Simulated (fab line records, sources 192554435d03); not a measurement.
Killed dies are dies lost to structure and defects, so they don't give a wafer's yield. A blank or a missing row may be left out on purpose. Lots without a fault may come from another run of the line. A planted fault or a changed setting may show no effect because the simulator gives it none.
Problem report in the 8D (eight disciplines) form, filled by code | flow n5_finfet | the parts of the form that need people (team, actions taken, sign-off) are left out

1. THE PROBLEM
cathode_dc_power_W at N5_BEOL_M9_SPUTTER_48 reads a mean of 20576 W on 9 wafers of 3 lots; wafers without a fault read 26000 W with a standard deviation of 4.8. That is -99 or more standard deviations from the usual mean.
The step: material Cu, target thk 12 nm, time 2 s.
First seen on wafer L781.2, day 12 18:18, on pvd_sputter-02. The record holds 36 wafers of 12 lots with a number at this step. Rule for "out", or "out of limits": more than 4 standard deviations from the usual mean. The other wafers with a number count as sound.

2. WHAT IT IS AND WHAT IT IS NOT
question                    | is                     | is not
which readings at this step | cathode_dc_power_W     | throttle_valve_pct
which lots                  | L781, L783, L784       | L768, L769, L771, L773, L774, L779, L786, L788, L791
which wafers of those lots  | all that have a number | -
read on which tools         | pvd_sputter-02         | pvd_sputter-01, pvd_sputter-03
when                        | from day 12 18:18      | up to then (18 sound wafers); but 9 sound wafers of L786, L788, L791 came after

3. SUSPECTS, AND WHAT RULES EACH OUT
Counting: a tool at a process step up to the reading stays a suspect if it ran every lot that is out and no sound lot after the first of them.
- pvd_sputter-02 at N5_BEOL_M9_SPUTTER_48 (material Cu, target thk 12 nm, time 2 s): kept. It ran every lot that is out, first L781 (day 12 18:18), and no sound lot after that; its last sound lot up to then is L774 (day 10 18:58). Its own readings are out on those wafers: cathode_dc_power_W.
Left after counting: pvd_sputter-02 at N5_BEOL_M9_SPUTTER_48.

4. THE CAUSE (what the simulator had put in)
Process parameter drift: pvd_sputter-02, from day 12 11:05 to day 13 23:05, at N5_BEOL_M9_SPUTTER_48. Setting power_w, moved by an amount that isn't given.
Counting left only this tool.

5. THE CHAIN OF EFFECTS, in route order
Each row: a reading whose mean over the struck wafers that have a number lies more than 3 standard deviations from the usual. Only readings for which the record gives a usual standard deviation are gone through. hours: the time from each lot's start at the first step in this table that gives one to its start at this step, as a median over the lots. sigmas: the change in usual standard deviations.
hours | step                  | reading            | usual   | on struck wafers | change | sigmas
0     | N5_BEOL_M9_SPUTTER_48 | cathode_dc_power_W | 26000 W | 20576            | -5424  | -99 or more
The process steps in it:
- N5_BEOL_M9_SPUTTER_48: material Cu, target thk 12 nm, time 2 s.
Later measuring or inspecting steps at which every struck wafer that the step has a row for has a number for every such reading, and none has moved that far: N5_BEOL_M9_RS_MEAS_57.

6. WHAT WOULD HAVE CAUGHT IT SOONER
In this record the first reading out of limits was taken at day 12 18:18, 7 hours after the fault began at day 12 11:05.
